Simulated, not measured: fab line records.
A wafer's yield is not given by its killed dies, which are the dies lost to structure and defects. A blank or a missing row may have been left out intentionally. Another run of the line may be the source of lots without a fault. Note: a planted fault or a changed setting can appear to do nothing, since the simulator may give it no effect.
The tool behind it: which one?    flow nandHarc    72 wafers from 24 lots sampled at 6 of the route's 1159 steps

WHAT THE GAUGES READ, wafer by wafer
The record holds no reading of a measuring or inspecting step that can be judged against a usual standard deviation.

WHAT TOOL EACH LOT RAN ON (gives the tool, then ch and the chambers of the sampled wafers, and finally the start)
lot   NHARC_A_CONTACT_ETCH_120            NHARC_A_CONTACT_ETCH_123            NHARC_A_CONTACT_DESCUM_74          NHARC_A_CONTACT_ETCH_77                       NHARC_A_CONTACT_DEP_84        NHARC_A_CONTACT_DESCUM_13
L074  harCapEtch-01 ch 0,1, day 16 11:55  harCapEtch-01 ch 0,1, day 16 12:12  rieDiel-02 ch 1,2, day 16 16:40    rieDiel-02 ch 0,2, day 16 22:06 or earlier    aclDep-03 ch 0, day 16 22:06  rieDiel-02 ch 0,2, day 17 00:27
L076  harCapEtch-01 ch 0,1, day 16 20:28  harCapEtch-01 ch 0,1, day 16 20:47  rieDiel-04 ch 0,1,3, day 17 01:50  rieDiel-04 ch 0,1,2, day 17 07:01 or earlier  aclDep-03 ch 0, day 17 07:01  rieDiel-02 ch 1,2,3, day 17 09:13
L075  harCapEtch-03 ch 0,1, day 16 21:28  harCapEtch-03 ch 0,1, day 16 21:44  rieDiel-08 ch 0,1,3, day 17 02:20  rieDiel-08 ch 0,2,3, day 17 07:52 or earlier  aclDep-01 ch 0, day 17 07:52  rieDiel-04 ch 1,2,3, day 17 10:04
L079  harCapEtch-02 ch 0,1, day 17 03:11  harCapEtch-02 ch 0,1, day 17 03:28  rieDiel-02 ch 2,3, day 17 07:58    rieDiel-02 ch 0,1,2, day 17 13:09 or earlier  aclDep-03 ch 0, day 17 13:09  rieDiel-02 ch 1,2,3, day 17 15:13
L077  harCapEtch-03 ch 0, day 17 03:32    harCapEtch-03 ch 0, day 17 03:48    rieDiel-08 ch 2,3, day 17 08:21    rieDiel-08 ch 0,3, day 17 15:31 or earlier    aclDep-02 ch 0, day 17 15:31  rieDiel-04 ch 2,3, day 17 17:43
L078  harCapEtch-03 ch 0,1, day 17 21:07  harCapEtch-03 ch 0,1, day 17 21:28  rieDiel-04 ch 0,1,3, day 18 04:43  rieDiel-04 ch 0,2,3, day 18 11:47 or earlier  aclDep-01 ch 0, day 18 11:47  rieDiel-04 ch 1,2,3, day 18 13:31
L081  harCapEtch-02 ch 0,1, day 18 03:30  harCapEtch-02 ch 0,1, day 18 03:49  rieDiel-04 ch 0,2,3, day 18 12:31  rieDiel-04 ch 0,1,3, day 18 18:00 or earlier  aclDep-03 ch 0, day 18 18:00  rieDiel-02 ch 0,1,3, day 18 20:00
L082  harCapEtch-01 ch 0,1, day 18 04:33  harCapEtch-01 ch 0,1, day 18 04:49  rieDiel-08 ch 2,3, day 18 13:08    rieDiel-08 ch 0,1,3, day 18 17:40 or earlier  aclDep-01 ch 0, day 18 17:40  rieDiel-04 ch 0,1,3, day 18 19:31
L084  harCapEtch-02 ch 0,1, day 18 11:54  harCapEtch-02 ch 0,1, day 18 12:11  rieDiel-02 ch 2,3, day 18 18:29    rieDiel-02 ch 0,1, day 18 22:40 or earlier    aclDep-02 ch 0, day 18 22:40  rieDiel-02 ch 1,3, day 19 01:00
L080  harCapEtch-01 ch 0,1, day 18 12:55  harCapEtch-01 ch 0,1, day 18 13:11  rieDiel-08 ch 0,3, day 18 18:47    rieDiel-08 ch 2,3, day 18 23:53 or earlier    aclDep-01 ch 0, day 18 23:53  rieDiel-04 ch 0,3, day 19 02:04
L083  harCapEtch-01 ch 1, day 18 19:24    harCapEtch-01 ch 1, day 18 19:40    rieDiel-04 ch 2,3, day 19 00:07    rieDiel-04 ch 0,1,2, day 19 05:47 or earlier  aclDep-02 ch 0, day 19 05:47  rieDiel-08 ch 0,1,3, day 19 07:46
L085  harCapEtch-02 ch 0,1, day 19 09:25  harCapEtch-02 ch 0,1, day 19 09:42  rieDiel-02 ch 0,1,2, day 19 14:17  rieDiel-02 ch 0,1,3, day 19 18:42 or earlier  aclDep-03 ch 0, day 19 18:42  rieDiel-02 ch 1,3, day 19 20:40
L088  harCapEtch-01 ch 0,1, day 19 09:57  harCapEtch-01 ch 0,1, day 19 10:28  rieDiel-08 ch 2,3, day 19 15:10    rieDiel-08 ch 2,3, day 19 22:53 or earlier    aclDep-02 ch 0, day 19 22:53  rieDiel-02 ch 0,1, day 20 00:41
L087  harCapEtch-03 ch 0,1, day 19 14:01  harCapEtch-03 ch 0,1, day 19 14:26  rieDiel-08 ch 0,1,3, day 19 18:53  rieDiel-08 ch 1,3, day 20 00:25 or earlier    aclDep-01 ch 0, day 20 00:25  rieDiel-02 ch 1,2,3, day 20 02:29
L086  harCapEtch-01 ch 0,1, day 19 23:44  harCapEtch-01 ch 0,1, day 20 00:03  rieDiel-04 ch 0,1,3, day 20 07:56  rieDiel-04 ch 2,3, day 20 16:16 or earlier    aclDep-01 ch 0, day 20 16:16  rieDiel-02 ch 2,3, day 20 18:18
L089  harCapEtch-03 ch 0,1, day 19 23:53  harCapEtch-03 ch 0,1, day 20 00:09  rieDiel-04 ch 0,2, day 20 09:40    rieDiel-02 ch 0,2,3, day 20 10:13             aclDep-02 ch 0, day 20 17:02  rieDiel-04 ch 2,3, day 20 19:13
L091  harCapEtch-01 ch 0,1, day 20 13:22  harCapEtch-01 ch 0,1, day 20 13:38  rieDiel-02 ch 0,1,3, day 20 19:57  rieDiel-02 ch 0,3, day 21 00:58 or earlier    aclDep-02 ch 0, day 21 00:58  rieDiel-04 ch 0,1,2, day 21 03:01
L090  harCapEtch-03 ch 0,1, day 20 14:11  harCapEtch-03 ch 0,1, day 20 14:28  rieDiel-04 ch 0,1,2, day 20 22:00  rieDiel-04 ch 0,1, day 21 04:36 or earlier    aclDep-03 ch 0, day 21 04:36  rieDiel-08 ch 0,1, day 21 08:28
L092  harCapEtch-02 ch 0, day 20 17:23    harCapEtch-02 ch 0, day 20 17:41    rieDiel-02 ch 1,3, day 21 00:16    rieDiel-02 ch 1,3, day 21 07:23 or earlier    aclDep-02 ch 0, day 21 07:23  rieDiel-04 ch 0,2, day 21 09:14
L093  harCapEtch-01 ch 0,1, day 20 18:30  harCapEtch-01 ch 0,1, day 20 18:53  rieDiel-02 ch 0,1,3, day 20 23:47  rieDiel-02 ch 0,1,3, day 21 06:34 or earlier  aclDep-02 ch 0, day 21 06:34  rieDiel-02 ch 0,1,2, day 21 08:34
L094  harCapEtch-02 ch 0,1, day 22 01:01  harCapEtch-02 ch 0,1, day 22 01:22  rieDiel-08 ch 0,1,2, day 22 05:46  rieDiel-08 ch 0,3, day 22 12:18 or earlier    aclDep-03 ch 0, day 22 12:18  rieDiel-04 ch 0,1, day 22 13:58
L095  harCapEtch-01 ch 0,1, day 22 05:10  harCapEtch-01 ch 0,1, day 22 05:26  rieDiel-08 ch 1,2,3, day 22 10:09  rieDiel-08 ch 0,1,2, day 22 15:22 or earlier  aclDep-03 ch 0, day 22 15:22  rieDiel-02 ch 0,1,3, day 22 17:37
L096  harCapEtch-03 ch 0,1, day 22 07:31  harCapEtch-03 ch 0,1, day 22 07:52  rieDiel-08 ch 0,3, day 22 14:04    rieDiel-08 ch 0,2,3, day 22 19:48 or earlier  aclDep-02 ch 0, day 22 19:48  rieDiel-02 ch 1,2, day 22 21:43
L097  harCapEtch-01 ch 0,1, day 22 10:29  harCapEtch-01 ch 0,1, day 22 10:49  rieDiel-08 ch 1,2,3, day 22 17:50  rieDiel-08 ch 0,2,3, day 23 00:31 or earlier  aclDep-03 ch 0, day 23 00:31  rieDiel-02 ch 0,1,3, day 23 02:35
- NHARC_A_CONTACT_ETCH_120: etches the open film in C4F8/O2/Ar, time 94 s, target depth 922 nm.
- NHARC_A_CONTACT_ETCH_123: etches the open film in C4F8/O2/Ar, time 253 s, target depth 1090 nm.
- NHARC_A_CONTACT_DESCUM_74: chemistry O2, time 3 s.
- NHARC_A_CONTACT_ETCH_77: etches the open film in CF4/CHF3, target depth 72.6 nm, time 36.3 s.
- NHARC_A_CONTACT_DEP_84: deposits aC, target thk 2000 nm.
- NHARC_A_CONTACT_DESCUM_13: chemistry O2, time 3 s.

WHAT THE TOOLS THEMSELVES READ (means of the sampled wafers that have a number; where no wafer has one, the mark that the record gives instead)
NHARC_A_CONTACT_DESCUM_74. Usual: drypumpMotorCurrentA 5.6 A, standard deviation 0.34; oesProductAu 1.001 a.u., standard deviation 0.01; rfVppV 57.8 V, standard deviation 0.77; showerheadPlenumPTorr 1.94 Torr, standard deviation 0.049; throttleValvePct 11.313 %, standard deviation 0.0089.
lot   tool        drypumpMotorCurrentA (A)  oesProductAu (a.u.)  rfVppV (V)  showerheadPlenumPTorr (Torr)  throttleValvePct (%)  flag
L074  rieDiel-02  6.0                       0.983                57.7        1.91                          11.309                
L076  rieDiel-04  5.6                       1.000                58.2        1.93                          11.308                
L075  rieDiel-08  5.7                       1.002                57.8        1.96                          11.310                
L079  rieDiel-02  5.5                       1.000                57.5        1.93                          11.315                
L077  rieDiel-08  5.7                       0.996                58.2        1.99                          11.313                
L078  rieDiel-04  5.6                       1.008                57.5        1.92                          11.322                
L081  rieDiel-04  5.8                       1.001                57.7        1.90                          11.314                
L082  rieDiel-08  5.7                       1.009                57.9        1.99                          11.321                
L084  rieDiel-02  5.8                       1.002                58.2        1.90                          11.311                
L080  rieDiel-08  5.9                       1.012                58.0        1.93                          11.311                
L083  rieDiel-04  6.0                       1.016                57.0        1.90                          11.307                
L085  rieDiel-02  5.7                       0.997                57.2        1.92                          11.312                
L088  rieDiel-08  6.0                       1.013                57.8        1.98                          11.316                
L087  rieDiel-08  5.7                       1.007                57.3        1.95                          11.313                
L086  rieDiel-04  5.6                       1.003                57.3        1.92                          11.313                
L089  rieDiel-04  6.0                       0.999                57.9        1.91                          11.306                
L091  rieDiel-02  5.4                       0.994                58.1        1.95                          11.312                
L090  rieDiel-04  5.8                       0.989                57.8        1.93                          11.314                
L092  rieDiel-02  5.2                       1.001                57.6        1.96                          11.319                
L093  rieDiel-02  5.4                       0.998                57.2        1.95                          11.308                
L094  rieDiel-08  5.5                       1.003                57.2        1.95                          11.316                
L095  rieDiel-08  5.8                       0.994                58.5        1.98                          11.311                
L096  rieDiel-08  5.9                       1.000                57.4        1.92                          11.317                
L097  rieDiel-08  5.8                       0.992                57.7        1.98                          11.313                

NHARC_A_CONTACT_ETCH_77. Usual: drypumpMotorCurrentA 5.6 A, standard deviation 0.35; oesProductAu 0.935 a.u., standard deviation 0.019; rfVppV 371.2 V, standard deviation 1.5; showerheadPlenumPTorr 1.59 Torr, standard deviation 0.038; throttleValvePct 16.804 %, standard deviation 0.0091.
lot   tool        drypumpMotorCurrentA (A)  oesProductAu (a.u.)  rfVppV (V)  showerheadPlenumPTorr (Torr)  throttleValvePct (%)  flag
L074  rieDiel-02  5.9                       0.945                370.3       1.55                          16.805                
L076  rieDiel-04  5.8                       0.915                371.4       1.59                          16.803                
L075  rieDiel-08  5.6                       0.935                371.7       1.60                          16.807                
L079  rieDiel-02  5.7                       0.925                371.7       1.58                          16.804                
L077  rieDiel-08  5.5                       0.931                370.5       1.57                          16.811                
L078  rieDiel-04  5.8                       0.963                371.4       1.57                          16.800                
L081  rieDiel-04  5.6                       0.928                371.0       1.58                          16.800                
L082  rieDiel-08  5.7                       0.928                371.8       1.60                          16.800                
L084  rieDiel-02  5.5                       0.928                371.9       1.61                          16.803                
L080  rieDiel-08  5.7                       0.932                371.9       1.63                          16.808                
L083  rieDiel-04  5.8                       0.925                371.1       1.59                          16.808                
L085  rieDiel-02  5.4                       0.924                371.8       1.60                          16.808                
L088  rieDiel-08  6.0                       0.932                372.4       1.63                          16.803                
L087  rieDiel-08  6.0                       0.967                371.2       1.63                          16.804                
L086  rieDiel-04  6.0                       0.929                369.6       1.56                          16.808                
L089  rieDiel-02  5.6                       0.926                370.9       1.57                          16.804                
L091  rieDiel-02  5.4                       0.928                370.1       1.58                          16.800                
L090  rieDiel-04  5.6                       0.953                371.6       1.59                          16.800                
L092  rieDiel-02  5.3                       0.921                371.3       1.61                          16.795                
L093  rieDiel-02  5.4                       0.945                371.0       1.60                          16.813                
L094  rieDiel-08  5.5                       0.923                369.4       1.56                          16.805                
L095  rieDiel-08  5.5                       0.966                371.3       1.60                          16.809                
L096  rieDiel-08  5.6                       0.919                370.8       1.59                          16.814                
L097  rieDiel-08  5.6                       0.923                371.5       1.59                          16.795                

NHARC_A_CONTACT_DEP_84. Usual: 34.999 % for throttleValvePct, sd 0.01.
lot   tool       throttleValvePct (%)  flag
L074  aclDep-03  35.003                
L076  aclDep-03  34.994                
L075  aclDep-01  35.013                
L079  aclDep-03  35.002                
L077  aclDep-02  35.001                
L078  aclDep-01  35.004                
L081  aclDep-03  34.997                
L082  aclDep-01  34.991                
L084  aclDep-02  35.002                
L080  aclDep-01  35.001                
L083  aclDep-02  34.996                
L085  aclDep-03  34.995                
L088  aclDep-02  35.001                
L087  aclDep-01  35.003                
L086  aclDep-01  35.003                
L089  aclDep-02  34.994                
L091  aclDep-02  34.993                
L090  aclDep-03  35.006                
L092  aclDep-02  34.999                
L093  aclDep-02  34.992                
L094  aclDep-03  34.995                
L095  aclDep-03  35.002                
L096  aclDep-02  34.999                
L097  aclDep-03  34.997                

NHARC_A_CONTACT_DESCUM_13. Usual: drypumpMotorCurrentA 5.6 A, standard deviation 0.34; oesProductAu 1.001 a.u., standard deviation 0.0097; rfVppV 57.9 V, standard deviation 0.9; showerheadPlenumPTorr 1.92 Torr, standard deviation 0.043; throttleValvePct 11.312 %, standard deviation 0.0097.
lot   tool        drypumpMotorCurrentA (A)  oesProductAu (a.u.)  rfVppV (V)  showerheadPlenumPTorr (Torr)  throttleValvePct (%)  flag
L074  rieDiel-02  5.7                       0.996                57.8        1.90                          11.308                
L076  rieDiel-02  5.6                       0.989                57.3        1.94                          11.313                
L075  rieDiel-04  5.8                       1.000                57.5        1.92                          11.298                
L079  rieDiel-02  5.6                       1.000                57.7        1.94                          11.309                
L077  rieDiel-04  6.1                       0.999                57.6        1.90                          11.304                
L078  rieDiel-04  5.8                       1.012                58.2        1.92                          11.315                
L081  rieDiel-02  5.4                       0.999                57.6        1.95                          11.312                
L082  rieDiel-04  5.7                       1.002                57.3        1.92                          11.314                
L084  rieDiel-02  5.2                       1.000                58.8        1.96                          11.308                
L080  rieDiel-04  5.7                       1.002                58.3        1.91                          11.313                
L083  rieDiel-08  5.7                       1.011                57.7        1.95                          11.316                
L085  rieDiel-02  5.2                       1.004                58.5        1.96                          11.311                
L088  rieDiel-02  5.5                       0.997                58.3        1.96                          11.305                
L087  rieDiel-02  5.6                       1.003                57.9        1.93                          11.326                
L086  rieDiel-02  5.4                       0.999                57.9        1.92                          11.311                
L089  rieDiel-04  5.9                       1.006                56.6        1.89                          11.309                
L091  rieDiel-04  5.8                       0.991                58.1        1.92                          11.310                
L090  rieDiel-08  5.4                       1.015                58.8        1.91                          11.309                
L092  rieDiel-04  5.7                       1.001                58.5        1.91                          11.322                
L093  rieDiel-02  5.7                       1.005                58.8        1.92                          11.309                
L094  rieDiel-04  5.6                       0.984                58.3        1.92                          11.311                
L095  rieDiel-02  5.3                       1.003                57.2        1.95                          11.308                
L096  rieDiel-02  5.7                       1.005                57.8        1.95                          11.311                
L097  rieDiel-02  5.4                       1.007                58.7        1.95                          11.309                

THE ANSWER, worked out from the rows above alone
Rule: lot off if the mean of its wafers having a number is beyond 3 standard deviations from the usual mean. A lot without any number at a reading at which 4 lots or more have one is off too. All remaining lots with rows at the step are treated as sound. First the gauges in route order, then the tools' own readings, where a lot's mean is used as printed above. The first step at which some lot is off is used, and at that step the reading that is off furthest; a lot without a number counts as furthest.
No lot is off on any of the readings shown, so nothing can be concluded from this.

WHAT WAS PUT IN BY THE SIMULATOR
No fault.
